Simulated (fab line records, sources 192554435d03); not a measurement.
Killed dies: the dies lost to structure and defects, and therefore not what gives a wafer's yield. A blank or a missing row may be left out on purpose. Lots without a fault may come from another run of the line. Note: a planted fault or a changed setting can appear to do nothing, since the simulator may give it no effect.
Lot-split experiment + flow n5-finfet + 7 lots, 21 wafers read, on a route of 1938 steps

== ABOUT THE SPLIT ==
At N5_BEOL_M4_TRENCH_ETCH_37 (etches SiOC in C4F6/O2, target depth 55.555 nm, time 29.2 s), the setting time-s was moved away from the recipe's 29.2 s on 7 of the 21 wafers read, by -14.7% to +17.6%. All remaining wafers had this setting at the recipe value.

== FROM THE SPLIT TO THE READING: what the file shows between them, 13 steps ==
- N5_BEOL_M4_ETCH_41: etches SiCN in CH3F/O2, target depth 29.9 nm, time 52.5 s
- N5_BEOL_M4_STRIP_97: strips in N2/H2, time 10 s
- N5_BEOL_M4_OCD_MEAS_38
- N5_BEOL_M4_HM_STRIP_39: strips TiN in peroxide tin strip, target depth 25 nm, time 158 s
- N5_BEOL_M4_SRD_40: time 30 s
- N5_BEOL_M4_ECD_50: material Cu, target thk 300 nm
- N5_BEOL_M4_ANNEAL_51: time 90 s
- N5_BEOL_M4_CMP_52: polishes, stops on SiOC, t overpolish 6.8 s, target thk 40 nm
- N5_BEOL_M4_THK_MEAS_53: measures by xrf
- N5_BEOL_M4_PRE_CLEAN_60: time 15 s
- N5_BEOL_M4_CO_CAP_55: material Co, precursor CCTBA/H2, target thk 2 nm, time 102.1 s
- N5_BEOL_M4_PRE_CLEAN_56: time 15 s
- N5_BEOL_M4_DEP_57: deposits SiCN from 3MS/NH3, target thk 8 nm, time 14 s

== THE READING ==
M4_RS (ohm/sq), read at N5_BEOL_M4_RS_MEAS_58 with a four-point probe. Typical for fault-free wafers on this fab line: 0.68 ohm/sq, with standard deviation 0.033 ohm/sq.

| wafer  | tool, chamber at the split | time-s as run, s | against the recipe | M4_RS, ohm/sq | against lot-mates on the recipe |
|--------|----------------------------|------------------|--------------------|---------------|---------------------------------|
| L083.3 | rie-diel-06, 1             | 29.2             | recipe             | 0.65          | -                               |
| L083.4 | rie-diel-06, 2             | 25.97            | -11.1%             | 0.78          | +0.14                           |
| L083.6 | rie-diel-06, 0             | 29.2             | recipe             | 0.64          | -                               |
| L090.1 | rie-diel-05, 3             | 29.2             | recipe             | 0.68          | -                               |
| L090.2 | rie-diel-05, 1             | 29.2             | recipe             | 0.66          | -                               |
| L090.6 | rie-diel-05, 3             | 29.2             | recipe             | 0.71          | -                               |
| L089.2 | rie-diel-02, 1             | 34.35            | +17.6%             | 0.50          | -0.13                           |
| L089.5 | rie-diel-02, 2             | 34.35            | +17.6%             | 0.51          | -0.12                           |
| L089.6 | rie-diel-02, 0             | 29.2             | recipe             | 0.63          | -                               |
| L091.2 | rie-diel-02, 1             | 29.2             | recipe             | 0.66          | -                               |
| L091.4 | rie-diel-02, 2             | 29.2             | recipe             | 0.69          | -                               |
| L091.5 | rie-diel-02, 1             | 29.2             | recipe             | 0.69          | -                               |
| L092.1 | rie-diel-02, 2             | 24.92            | -14.7%             | 0.91          | +0.23                           |
| L092.3 | rie-diel-02, 2             | 29.2             | recipe             | 0.68          | -                               |
| L092.5 | rie-diel-02, 1             | 24.92            | -14.7%             | 0.92          | +0.24                           |
| L094.2 | rie-diel-02, 1             | 29.2             | recipe             | 0.70          | -                               |
| L094.4 | rie-diel-02, 2             | 29.2             | recipe             | 0.67          | -                               |
| L094.6 | rie-diel-02, 0             | 29.2             | recipe             | 0.69          | -                               |
| L097.1 | rie-diel-02, 3             | 31.91            | +9.3%              | 0.59          | -0.07                           |
| L097.2 | rie-diel-02, 1             | 31.91            | +9.3%              | 0.57          | -0.09                           |
| L097.4 | rie-diel-02, 0             | 29.2             | recipe             | 0.66          | -                               |

FIT RESULTS
A straight line over all 21 wafers: M4_RS changes by -0.0119 ohm/sq for each +1% of time-s; r = -0.95; the points scatter about the line by 0.032 ohm/sq.
The same after taking each lot's own level away (the mean of its wafers on the recipe; 21 wafers): -0.0108 ohm/sq for each +1%; r = -0.95; scatter 0.031 ohm/sq.
The reading moves by 0.19 ohm/sq for the largest change in time-s, on that fit.
The lots' own levels span 0.630 to 0.687 ohm/sq, that is 1.7 times the standard deviation above.
Hence the slope depends on the lot-to-lot level, as the two fits are not the same.
Check: -0.189 ohm/sq against its lot-mates is what the line predicts for one of the wafers moved furthest among these (+17.6%) when that wafer is left out of the fit. It came out at -0.13 ohm/sq against them.

== THE WHOLE CHAIN: every reading that the file lists as answering this split, in the file's order ==
| step                      | what it does                                                  | reading                                                                      | change (the file's fit)               | r (the file's) |
|---------------------------|---------------------------------------------------------------|------------------------------------------------------------------------------|---------------------------------------|----------------|
| N5_BEOL_M4_TRENCH_ETCH_37 | etches SiOC in C4F6/O2, target depth 55.555 nm, time 29.2 s   | etch.depth-nm (the simulator's own value, which no gauge read)               | +0.525 nm for each +1% of the setting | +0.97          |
| N5_BEOL_M4_TRENCH_ETCH_37 | etches SiOC in C4F6/O2, target depth 55.555 nm, time 29.2 s   | BEOL_M4.feature-depth-nm (the simulator's own value, which no gauge read)    | +0.525 nm for each +1% of the setting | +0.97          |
| N5_BEOL_M4_OCD_MEAS_38    |                                                               | trench-depth-nm                                                              | +0.531 nm for each +1% of the setting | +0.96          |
| N5_BEOL_M4_CMP_52         | polishes, stops on SiOC, t overpolish 6.8 s, target thk 40 nm | Cu_of_BEOL_M4_ECD_50.thk-nm (the simulator's own value, which no gauge read) | +0.488 nm for each +1% of the setting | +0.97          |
| N5_BEOL_M4_THK_MEAS_53    | measures by xrf                                               | M4_THK                                                                       | +0.481 for each +1% of the setting    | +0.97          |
| N5_BEOL_M4_RS_MEAS_58     | measures by four-point-probe                                  | M4_RS                                                                        | -0.0107 for each +1% of the setting   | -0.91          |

== FILE'S OWN FIT ==
M4_RS changes by -0.0107 ohm/sq for each +1% of time-s, r = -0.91.
